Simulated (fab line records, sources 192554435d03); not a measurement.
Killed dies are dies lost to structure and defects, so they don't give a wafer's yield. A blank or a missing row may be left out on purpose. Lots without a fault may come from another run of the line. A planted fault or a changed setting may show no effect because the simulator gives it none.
fab line records | flow n5_finfet
record lots=11 wafers=32 last_day=18
route steps=1938 shown START@1 ZERO_LAYER@13 WELL_APT@33 BEOL_M4@1111
lots that met no fault: from a run of the same line without faults
start_h: hours from the record's first day to the start of the lot's first wafer shown | wait_h: hours since the lot's step before | " the same as in the row above | L1.1+2: a row that stands for several wafers | - no value, or no start given | * or withheld: withheld | < > ~ a bound
route shown NAME@n: a module of which the file shows steps, and the number in the route of the first | usual: mean/standard deviation of fault-free wafers | same: alike in all rows | chamber/n: place in a boat | sites: the reading at each site | _std_site: their standard deviation | _edge_site: outer sites' mean less inner sites' | radius_mm: how far each site lies from the wafer's centre | mask NAME#n: copy n | behind: the tool/chamber that last shaped the wafer | hold: why the lot was held/for how many hours/how that ended | device: the transistor (n, p or np) that didn't switch | end of line: the same wafers' tests at the end of the route | a step without rows: its recipe alone | killed: dies lost to structure and defects at the first sort, not the wafer's yield | map: a wafer's dies, x killed, . not, _ none there
set.NAME: the setting as run; set.NAME@STEP: as run at that earlier step | model.NAME: the simulator's own value behind a step, which no gauge read
steps of the route over a sample of lots; a table a step, a row a wafer
services: from which hour (start_h, from the record's first day; less than 0 if before it) a tool's chamber was out of use, for how many hours, and why
## steps
# step N5_START_INSPECT_01
# recipe inspect_instrument=unpatterned_scan mode=incoming
# usual raw_defect_count=5.9/2.5
# columns lot.wafer tool chamber start_h wait_h raw_defect_count
L631.1 defect_inspect-02 - 18.03 - 8
L631.3 " - " " 8
L631.5 " - " " 7
L632.1 defect_inspect-01 - 24.03 - 11
L632.4 " - " " 10
L632.6 " - " " 10
L635.1 defect_inspect-02 - 42.03 - 4
L635.4 " - " " 3
L635.6 " - " " 7
L636.4 defect_inspect-02 - 48.04 - 7
L636.5 " - " " 5
L636.6 " - " " 2
L638.2 defect_inspect-01 - 60.03 - 5
L638.4 " - " " 5
L638.5 " - " " 8
L643.1 defect_inspect-02 - 90.03 - 9
L643.3 " - " " 4
L643.5 " - " " 6
L647.1 defect_inspect-01 - 114.03 - 7
L647.2 " - " " 6
L647.4 " - " " 7
L648.1 defect_inspect-02 - 120.03 - 4
L648.2 " - " " 6
L648.3 " - " " 3
L649.1 defect_inspect-02 - 126.03 - 8
L649.3 " - " " 13
L649.4 " - " " 5
L652.3 defect_inspect-02 - 144.03 - 6
L652.5 " - " " 5
L652.6 " - " " 7
L653.2 defect_inspect-01 - 150.03 - 6
L653.5 " - " " 4
# step N5_ZERO_LAYER_CD_MEAS_11
# recipe target_cd_nm=2000 landing_energy_ev=500 detector=se_inlens
# usual cd_nm=1999.3/2.6
# columns lot.wafer tool chamber start_h wait_h cd_nm
L631.1 cd_sem-03 0 18.64 - 2000.5
L631.3 " 0 " " 1999.6
L631.5 " 0 " " 1997.0
L632.1 cd_sem-02 0 24.64 - 1998.9
L632.4 " 0 " " 2000.6
L632.6 " 0 " " 2001.8
L635.1 cd_sem-01 0 42.77 - 1998.5
L635.4 " 0 " " 1997.2
L635.6 " 0 " " 1996.9
L636.4 cd_sem-02 0 48.77 - 2001.1
L636.5 " 0 " " 1999.3
L636.6 " 0 " " 2001.8
L638.2 cd_sem-01 0 60.64 - 1994.9
L638.4 " 0 " " 1994.9
L638.5 " 0 " " 1998.4
L643.1 cd_sem-01 0 90.64 - 2002.5
L643.3 " 0 " " 1998.9
L643.5 " 0 " " 2001.7
L647.1 cd_sem-01 0 114.77 - 2001.2
L647.2 " 0 " " 2001.3
L647.4 " 0 " " 2003.0
L648.1 cd_sem-03 0 120.95 - 2002.8
L648.2 " 0 " " 2004.6
L648.3 " 0 " " 2003.0
L649.1 cd_sem-01 0 126.64 - 1997.5
L649.3 " 0 " " 2002.9
L649.4 " 0 " " 2002.1
L652.3 cd_sem-01 0 144.79 - 1996.6
L652.5 " 0 " " 1999.3
L652.6 " 0 " " 1997.5
L653.2 cd_sem-03 0 150.66 - 1995.5
L653.5 " 0 " " 1997.1
# step N5_WELL_APT_IMPLANT_15
# recipe species=As energy_kev=25 dose_cm2=1.5e+13 tilt_deg=0 rotation_deg=0
# usual dose_ions_cm2=1.5e+13/1.5e+10 faraday_current_uA=191/3.5 rotation_deg=0.005/0.016
# columns lot.wafer tool chamber start_h wait_h dose_ions_cm2 faraday_current_uA rotation_deg
L631.1 implanter-02 0 20.06 0.1 1.4974e+13 189 -0.023
L631.3 " 0 " " 1.4972e+13 193 -0.010
L631.5 " 0 " " 1.4984e+13 192 -0.023
L632.1 implanter-02 0 26.05 0.1 1.5e+13 187 0.004
L632.4 " 0 " " 1.5021e+13 186 -0.026
L632.6 " 0 " " 1.5015e+13 192 0.011
L635.1 implanter-02 0 44.24 0.1 9.387e+12 118 0.005
L635.4 " 0 " " 9.4e+12 120 0.020
L635.6 " 0 " " 9.376e+12 115 0.015
L636.4 implanter-01 0 50.27 0.1 1.4958e+13 188 0.020
L636.5 " 0 " " 1.4989e+13 193 -0.002
L636.6 " 0 " " 1.4967e+13 196 -0.001
L638.2 implanter-02 0 62.10 0.1 9.387e+12 120 0.000
L638.4 " 0 " " 9.378e+12 122 -0.011
L638.5 " 0 " " 9.368e+12 119 -0.004
L643.1 implanter-01 0 91.92 0.1 1.5014e+13 198 0.002
L643.3 " 0 " " 1.5018e+13 193 0.012
L643.5 " 0 " " 1.5007e+13 190 0.013
L647.1 implanter-02 0 116.05 0.1 1.4994e+13 193 0.011
L647.2 " 0 " " 1.4988e+13 185 -0.008
L647.4 " 0 " " 1.5009e+13 190 -0.007
L648.1 implanter-02 0 122.23 0.1 1.4998e+13 187 0.008
L648.2 " 0 " " 1.4993e+13 194 0.001
L648.3 " 0 " " 1.4997e+13 192 0.012
L649.1 implanter-01 0 128.39 0.1 1.501e+13 186 0.032
L649.3 " 0 " " 1.5013e+13 194 0.012
L649.4 " 0 " " 1.5033e+13 192 0.022
L652.3 implanter-02 0 146.59 0.1 1.4998e+13 185 -0.005
L652.5 " 0 " " 1.4983e+13 191 -0.017
L652.6 " 0 " " 1.4997e+13 188 -0.005
L653.2 implanter-02 0 152.30 0.1 1.4974e+13 195 0.041
L653.5 " 0 " " 1.4984e+13 191 0.003
# step N5_WELL_APT_EPI_41
# recipe material=Si target_thk_a=500 temp_c=650 precursor=SiH4/H2 pressure_torr=20 time_s=297.7
# usual throttle_valve_pct=11.39/0.14
# columns lot.wafer tool chamber start_h wait_h throttle_valve_pct
L631.1 epi_rpcvd-04 0 21.91 0.0 11.37
L631.3 " 0 " " 11.33
L631.5 " 0 " " 11.45
L632.1 epi_rpcvd-03 0 28.28 0.0 11.43
L632.4 " 0 " " 11.73
L632.6 " 0 " " 11.38
L635.1 epi_rpcvd-01 0 46.14 0.0 11.31
L635.4 " 0 " " 11.45
L635.6 " 0 " " 11.39
L636.4 epi_rpcvd-04 0 52.66 0.3 11.56
L636.5 " 0 " " 11.32
L636.6 " 0 " " 11.20
L638.2 epi_rpcvd-01 0 64.19 0.2 11.48
L638.4 " 0 " " 11.31
L638.5 " 0 " " 11.35
L643.1 epi_rpcvd-01 0 94.19 0.0 11.36
L643.3 " 0 " " 11.64
L643.5 " 0 " " 11.48
L647.1 epi_rpcvd-04 0 118.21 0.0 11.35
L647.2 " 0 " " 11.22
L647.4 " 0 " " 11.44
L648.1 epi_rpcvd-01 0 124.21 0.0 11.47
L648.2 " 0 " " 11.55
L648.3 " 0 " " 11.34
L649.1 epi_rpcvd-03 0 130.43 0.0 11.43
L649.3 " 0 " " 11.42
L649.4 " 0 " " 11.37
L652.3 epi_rpcvd-01 0 149.19 0.3 11.14
L652.5 " 0 " " 11.45
L652.6 " 0 " " 11.55
L653.2 epi_rpcvd-03 0 154.72 0.1 11.38
L653.5 " 0 " " 11.33
# step N5_BEOL_M4_RC_MEAS_101
# usual CJ_P=5.8/0.3 DIBL_N=36.0/2.5 DIBL_P=36.2/3 IOFF_N=0.16/0.044 IOFF_P=0.21/0.049 ION_N=671/15 ION_P=461/8.7 SS_N=71.5/0.72 SS_P=73.4/0.9 VT_N=251/4.4 VT_P=-250/4
# columns lot.wafer tool chamber start_h wait_h CJ_P DIBL_N[mV/V] DIBL_P[mV/V] IOFF_N[nA/um] IOFF_P[nA/um] ION_N[uA/um] ION_P[uA/um] SS_N[mV/dec] SS_P[mV/dec] VT_N[mV] VT_P[mV]
L631.1 prober-02 0 189.25 0.6 6.2 34.6 36.4 0.13 0.19 652 449 71.9 73.2 254 -252
L631.3 " 0 " " 5.8 33.6 35.3 0.13 0.17 660 452 71.7 73.2 253 -253
L631.5 " 0 " " 6.3 33.5 35.5 0.13 0.18 652 447 72.0 73.0 254 -255
L632.1 prober-01 0 189.85 0.8 5.6 39.1 39.3 0.23 0.27 683 463 73.2 74.2 247 -246
L632.4 " 0 " " 6.3 36.2 36.5 0.17 0.23 688 468 71.3 73.4 248 -248
L632.6 " 0 " " 6.0 35.8 34.4 0.16 0.20 659 451 71.9 73.2 249 -248
L635.1 prober-02 0 215.26 0.0 4.3 41.4 42.0 0.26 0.30 697 467 72.5 75.0 245 -246
L635.4 " 0 " " 4.3 38.8 39.5 0.19 0.25 673 459 73.0 74.3 247 -248
L635.6 " 0 " " 4.4 39.2 39.8 0.20 0.25 690 469 72.9 75.1 248 -250
L636.4 prober-01 0 219.58 0.5 5.5 36.4 36.8 0.15 0.20 678 464 71.5 73.5 252 -251
L636.5 " 0 " " 5.1 34.6 33.4 0.11 0.16 653 452 70.4 72.5 255 -253
L636.6 " 0 " " 5.6 35.0 35.4 0.12 0.20 669 468 71.6 72.8 255 -252
L638.2 prober-01 0 222.69 0.2 4.7 34.1 32.8 0.11 0.16 661 455 70.8 73.2 259 -258
L638.4 " 0 " " 4.9 36.0 35.6 0.13 0.17 658 451 71.4 73.9 255 -257
L638.5 " 0 " " 4.5 37.1 37.9 0.15 0.22 654 457 72.1 74.4 251 -253
L643.1 prober-01 0 258.40 0.0 5.9 36.0 36.7 0.15 0.22 671 461 71.7 73.2 252 -247
L643.3 " 0 " " 6.0 36.6 38.2 0.17 0.24 686 471 71.6 74.0 250 -244
L643.5 " 0 " " 5.3 35.9 35.8 0.15 0.19 658 450 72.3 73.3 254 -253
L648.1 prober-01 0 285.81 0.0 6.1 35.9 37.7 0.18 0.26 676 469 71.0 73.7 248 -244
L648.2 " 0 " " 5.8 34.4 35.8 0.14 0.22 655 460 70.9 73.8 255 -248
L648.3 " 0 " " 5.9 36.0 37.3 0.18 0.24 677 469 72.3 73.8 248 -247
L649.1 prober-01 0 286.74 0.4 5.7 33.0 31.1 0.10 0.15 653 454 71.0 71.9 258 -255
L649.3 " 0 " " 6.0 32.5 31.6 0.10 0.15 643 447 70.5 72.3 259 -253
L649.4 " 0 " " 6.2 35.2 35.9 0.14 0.21 668 456 71.3 73.8 250 -251
L647.1 prober-02 0 301.68 0.0 6.1 36.5 36.2 0.14 0.20 670 456 71.0 73.2 250 -254
L647.2 " 0 " " 5.4 40.5 40.6 0.22 0.27 674 460 72.4 74.5 246 -248
L647.4 " 0 " " 5.6 36.9 37.0 0.14 0.22 665 464 71.9 74.0 253 -250
L652.3 prober-01 0 308.65 0.3 6.2 40.1 40.6 0.25 0.31 689 470 73.0 74.3 245 -242
L652.5 " 0 " " 5.8 36.2 35.1 0.13 0.19 651 453 71.1 73.0 255 -252
L652.6 " 0 " " 6.2 37.9 37.6 0.19 0.25 675 463 71.8 73.6 246 -246
L653.2 prober-02 0 318.85 0.2 6.3 37.1 38.2 0.17 0.21 685 470 71.1 74.5 253 -253
L653.5 " 0 " " 5.7 34.0 34.5 0.12 0.16 675 460 70.8 73.5 252 -258
## services
# columns tool chamber start_h hours kind
implanter-02 - 21.34 3.3 repair
implanter-02 - 71.26 5.4 pm
epi_rpcvd-03 - 137.65 2.8 pm
## key
first_sign step=N5_WELL_APT_IMPLANT_15 reading=dose_ions_cm2 direction=down sigmas=99+ usual=1.5e+13 struck=9.383e+12
effect step=N5_WELL_APT_IMPLANT_15 reading=faraday_current_uA direction=down sigmas=20 usual=191 struck=119
effect step=N5_BEOL_M4_RC_MEAS_101 reading=CJ_P direction=down sigmas=4.2 usual=5.8 struck=4.5
met_at N5_WELL_APT_IMPLANT_15
struck_lots L635,L638
not_acting_at N5_START_INSPECT_01,N5_ZERO_LAYER_CD_MEAS_11,N5_WELL_APT_EPI_41
onset_between 26.05 44.24
fault kind=process_parameter_drift tool=implanter-02 chamber=- onset_h=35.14 steps=N5_WELL_APT_IMPLANT_15 channel=dose_cm2 offset=-5.6187e+12 shape=step end_h=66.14 acts_in=these_recipes_only stated=1.5e+13
